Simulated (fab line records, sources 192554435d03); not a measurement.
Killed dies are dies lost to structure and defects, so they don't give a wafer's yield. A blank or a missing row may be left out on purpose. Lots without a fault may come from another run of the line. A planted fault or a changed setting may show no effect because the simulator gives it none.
Chamber matching | flow n5_finfet | N5_BEOL_M1_ETCH_70 on rie_diel-04: 4 sister chambers
The step etches SOC in N2/H2, target depth 80 nm, overetch 16 nm, time 120 s. 20 wafers are shown with their chamber, then 10 later ones without.

WAFERS WITH THEIR CHAMBER
wafer  | chamber | drypump_motor_current_A (A) | throttle_valve_pct (%) | showerhead_plenum_p_Torr (Torr)
L074.1 | 2       | 5.63                        | 17.82                  | 2.40
L074.4 | 1       | 6.01                        | 17.61                  | 2.49
L074.6 | 1       | 6.03                        | 17.62                  | 2.49
L076.1 | 0       | 5.52                        | 17.87                  | 2.42
L076.3 | 1       | 5.98                        | 17.63                  | 2.49
L076.5 | 2       | 5.63                        | 17.80                  | 2.40
L084.1 | 1       | 6.05                        | 17.66                  | 2.48
L084.2 | 2       | 5.62                        | 17.40                  | 2.71
L084.3 | 0       | 5.50                        | 17.88                  | 2.41
L086.3 | 2       | 5.62                        | 17.41                  | 2.71
L086.4 | 1       | 6.04                        | 17.64                  | 2.48
L086.6 | 2       | 5.61                        | 17.41                  | 2.71
L090.2 | 0       | 5.52                        | 17.89                  | 2.41
L090.5 | 0       | 5.54                        | 17.90                  | 2.41
L090.6 | 3       | 6.21                        | 18.16                  | 2.54
L091.1 | 1       | 6.03                        | 17.66                  | 2.48
L091.4 | 2       | 5.64                        | 17.43                  | 2.71
L091.5 | 2       | 5.62                        | 17.44                  | 2.71
L093.1 | 1       | 6.03                        | 17.66                  | 2.48
L093.3 | 0       | 5.56                        | 17.91                  | 2.41

SIGNATURES (means of the wafers above)
reading                  | chamber 0 | chamber 1 | chamber 2 | chamber 3 | scatter within a chamber
drypump_motor_current_A  | 5.5280    | 6.0243    | 5.6243    | 6.2100    | 0.0191
throttle_valve_pct       | 17.8900   | 17.6400   | 17.5300   | 18.1600   | 0.118
showerhead_plenum_p_Torr | 2.4120    | 2.4843    | 2.6214    | 2.5400    | 0.0927
Rule: a wafer's distance from a chamber is the root of the sum, over the readings, of the square of ((its reading less the chamber's mean) divided by the reading's scatter). The wafer belongs to the nearest chamber; if the next one is less than 2 further off, it can't be placed. The scatter: the root of (the sum of the squares of (reading less its chamber's mean) over the shown wafers, divided by (wafers less chambers)).

WAFERS WITHOUT THEIR CHAMBER
wafer  | drypump_motor_current_A (A) | throttle_valve_pct (%) | showerhead_plenum_p_Torr (Torr)
L093.4 | 6.21                        | 18.16                  | 2.54
L095.1 | 6.01                        | 17.67                  | 2.47
L095.2 | 5.64                        | 17.43                  | 2.70
L095.3 | 6.21                        | 18.15                  | 2.54
L096.1 | 5.63                        | 17.44                  | 2.70
L096.4 | 6.03                        | 17.68                  | 2.47
L096.5 | 5.64                        | 17.44                  | 2.70
L097.2 | 5.61                        | 17.44                  | 2.70
L097.4 | 6.21                        | 18.18                  | 2.53
L097.5 | 6.00                        | 17.69                  | 2.47

WHICH CHAMBER EACH WENT THROUGH
wafer  | from the rows above | in truth
L093.4 | 3                   | 3
L095.1 | 1                   | 1
L095.2 | 2                   | 2
L095.3 | 3                   | 3
L096.1 | 2                   | 2
L096.4 | 1                   | 1
L096.5 | 2                   | 2
L097.2 | 2                   | 2
L097.4 | 3                   | 3
L097.5 | 1                   | 1
Placed correctly: 10 of 10. Can't be placed from these rows: 0. Placed wrongly: 0.
